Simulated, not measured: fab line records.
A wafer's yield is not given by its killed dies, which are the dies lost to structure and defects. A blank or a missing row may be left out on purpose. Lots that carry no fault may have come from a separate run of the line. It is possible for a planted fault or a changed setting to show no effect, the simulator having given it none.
Matching of chambers / flow n5-finfet / rie-diel-03 running N5_SD_EPI_N_ETCH_16: 4 sister chambers
The step etches SiO2 in CHF3/O2, target depth 5 nm. 8 wafers are shown with their chamber, then 8 later ones without.

== WAFERS PAIRED WITH THEIR CHAMBERS ==
wafer=L087.3; chamber=1; rf-vpp-V (V)=548; drypump-motor-current-A (A)=6.4
wafer=L087.5; chamber=1; rf-vpp-V (V)=548; drypump-motor-current-A (A)=6.3
wafer=L089.3; chamber=0; rf-vpp-V (V)=507; drypump-motor-current-A (A)=5.8
wafer=L089.6; chamber=3; rf-vpp-V (V)=531; drypump-motor-current-A (A)=5.5
wafer=L090.2; chamber=3; rf-vpp-V (V)=531; drypump-motor-current-A (A)=5.4
wafer=L090.4; chamber=2; rf-vpp-V (V)=530; drypump-motor-current-A (A)=5.3
wafer=L090.5; chamber=0; rf-vpp-V (V)=505; drypump-motor-current-A (A)=5.8
wafer=L092.1; chamber=2; rf-vpp-V (V)=531; drypump-motor-current-A (A)=5.3

== WAFERS WHOSE CHAMBER IS MISSING ==
wafer=L092.4; rf-vpp-V (V)=504; drypump-motor-current-A (A)=5.8
wafer=L092.6; rf-vpp-V (V)=530; drypump-motor-current-A (A)=5.4
wafer=L094.2; rf-vpp-V (V)=548; drypump-motor-current-A (A)=6.3
wafer=L094.3; rf-vpp-V (V)=531; drypump-motor-current-A (A)=5.4
wafer=L094.5; rf-vpp-V (V)=530; drypump-motor-current-A (A)=5.5
wafer=L095.4; rf-vpp-V (V)=532; drypump-motor-current-A (A)=5.3
wafer=L095.5; rf-vpp-V (V)=530; drypump-motor-current-A (A)=5.3
wafer=L095.6; rf-vpp-V (V)=531; drypump-motor-current-A (A)=5.5

== THE CHAMBER EACH PASSED THROUGH ==
wafer=L092.4; from the rows above=0; in truth=0
wafer=L092.6; from the rows above=can't be placed: 3 or 2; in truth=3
wafer=L094.2; from the rows above=1; in truth=1
wafer=L094.3; from the rows above=can't be placed: 3 or 2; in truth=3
wafer=L094.5; from the rows above=3; in truth=3
wafer=L095.4; from the rows above=can't be placed: 2 or 3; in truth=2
wafer=L095.5; from the rows above=2; in truth=2
wafer=L095.6; from the rows above=3; in truth=3
Correct placement for 5 of the 8. From these rows, 3 cannot be placed; in 3 the true chamber is one of the candidates. 0 placed wrongly.
How it was worked out, from the rows above alone: a wafer's distance from a chamber is the root of the sum, over the readings, of the square of ((its reading less the chamber's mean) divided by the reading's scatter). The wafer belongs to the nearest chamber; if the next one is less than 2 further off, it can't be placed. The mean given for a chamber averages the wafers shown for that chamber. The scatter: the root of (the sum of the squares of (reading less its chamber's mean) over the shown wafers, divided by (wafers less chambers)).
